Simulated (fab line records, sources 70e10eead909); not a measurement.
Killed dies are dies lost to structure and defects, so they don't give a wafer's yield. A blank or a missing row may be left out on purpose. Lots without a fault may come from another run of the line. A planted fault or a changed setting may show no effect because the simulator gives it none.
Which tool did it? | flow nand_harc | 7 lots, 19 wafers sampled, at 2 steps of a route of 1302

WHAT THE GAUGES READ, wafer by wafer
NHARC_A_ONON_D1_THK_MEAS_30: measures by ellipsometry.
lot  | measured     | on            | thk_nm (nm)
L775 | day 9 14:47  | film_metro-01 | 983 983 982
L779 | day 11 08:50 | film_metro-02 | 1009 1009 1008
L783 | day 13 01:47 | film_metro-02 | 1560 1561
L788 | day 14 22:52 | film_metro-01 | 1000 999 1001
L791 | day 15 23:56 | film_metro-01 | 1002 1004 1004
L793 | day 17 02:05 | film_metro-01 | 1013 1011 1013
L795 | day 17 21:33 | film_metro-01 | 1007 1006 1005

WHICH TOOL RAN EACH LOT (tool, then ch and the chambers of the sampled wafers, then the start)
lot  | NHARC_A_ONON_D1_DEP_28
L775 | pecvd_onon-03 ch 0, day 9 14:23
L779 | pecvd_onon-04 ch 0, day 11 08:19
L783 | pecvd_onon-01 ch 0, day 13 01:27
L788 | pecvd_onon-04 ch 0, day 14 22:22
L791 | pecvd_onon-04 ch 0, day 15 23:25
L793 | pecvd_onon-04 ch 0, day 17 01:34
L795 | pecvd_onon-03 ch 0, day 17 21:02
- NHARC_A_ONON_D1_DEP_28: target thk 1000 nm.

THE ANSWER, worked out from the rows above alone
Rule: what is usual is taken from the lots themselves. Put in order of their means at a reading, lots are off if they are a third of the lots or fewer, leave a main group of 4 or more, and stand apart from it by a gap of 3 or more times the standard deviation of the main group's means; of several such gaps the widest counts. A main group whose means are all the same, to the digits that the tables above print for the reading, isn't used. A lot without any number at a reading at which 4 lots or more have one is off too. The other lots that the step has rows for count as sound.
Off: L783, at NHARC_A_ONON_D1_THK_MEAS_30 (thk_nm). The main group: mean 1002 nm, standard deviation 9.5.
A tool fits if, at a process step before that reading, it ran every lot that is off, and no sound lot after the first of them. The gauges at NHARC_A_ONON_D1_THK_MEAS_30 are tried like those tools. Can't be told from this: 2 tools fit, pecvd_onon-01 at NHARC_A_ONON_D1_DEP_28, film_metro-02 at NHARC_A_ONON_D1_THK_MEAS_30.

WHAT THE SIMULATOR HAD PUT IN
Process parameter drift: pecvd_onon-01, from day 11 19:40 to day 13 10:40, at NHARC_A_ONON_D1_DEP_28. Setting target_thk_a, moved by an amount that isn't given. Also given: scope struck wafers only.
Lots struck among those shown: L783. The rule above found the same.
